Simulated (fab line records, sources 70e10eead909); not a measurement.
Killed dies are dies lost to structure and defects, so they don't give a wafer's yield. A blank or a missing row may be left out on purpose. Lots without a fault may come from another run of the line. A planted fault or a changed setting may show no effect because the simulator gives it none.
Chamber matching | flow nand_harc | NHARC_A_STAIRCASE_TRIM_229 on rie_diel-04: 4 sister chambers
The step chemistry O2, time 211.2 s. 4 wafers are shown with their chamber, then 9 later ones without.

WAFERS WITH THEIR CHAMBER
wafer  | chamber | showerhead_plenum_p_Torr (Torr)
L085.3 | 2       | 3.57
L090.1 | 0       | 3.64
L090.4 | 1       | 3.26
L090.5 | 3       | 3.75

WAFERS WITHOUT THEIR CHAMBER
wafer  | showerhead_plenum_p_Torr (Torr)
L091.1 | 3.64
L091.3 | 3.75
L091.4 | 3.64
L092.2 | 3.56
L092.3 | 3.74
L092.4 | 3.63
L097.1 | 3.56
L097.2 | 3.63
L097.3 | 3.80

WHICH CHAMBER EACH WENT THROUGH
wafer  | from the rows above | in truth
L091.1 | 0                   | 0
L091.3 | 3                   | 3
L091.4 | 0                   | 0
L092.2 | 2                   | 2
L092.3 | 3                   | 3
L092.4 | 0                   | 0
L097.1 | 2                   | 2
L097.2 | 0                   | 0
L097.3 | 3                   | 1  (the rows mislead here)
Placed correctly: 8 of 9. Can't be placed from these rows: 0. Placed wrongly: 1.
How it was worked out, from the rows above alone: a wafer's distance from a chamber is the root of the sum, over the readings, of the square of ((its reading less the chamber's mean) divided by the reading's scatter). The wafer belongs to the nearest chamber; if the next one is less than 2 further off, it can't be placed. A chamber's mean is the mean of its shown wafers. The scatter: with one shown wafer a chamber, the root of the mean of the squares of how far each hidden wafer lies from its nearest shown one.
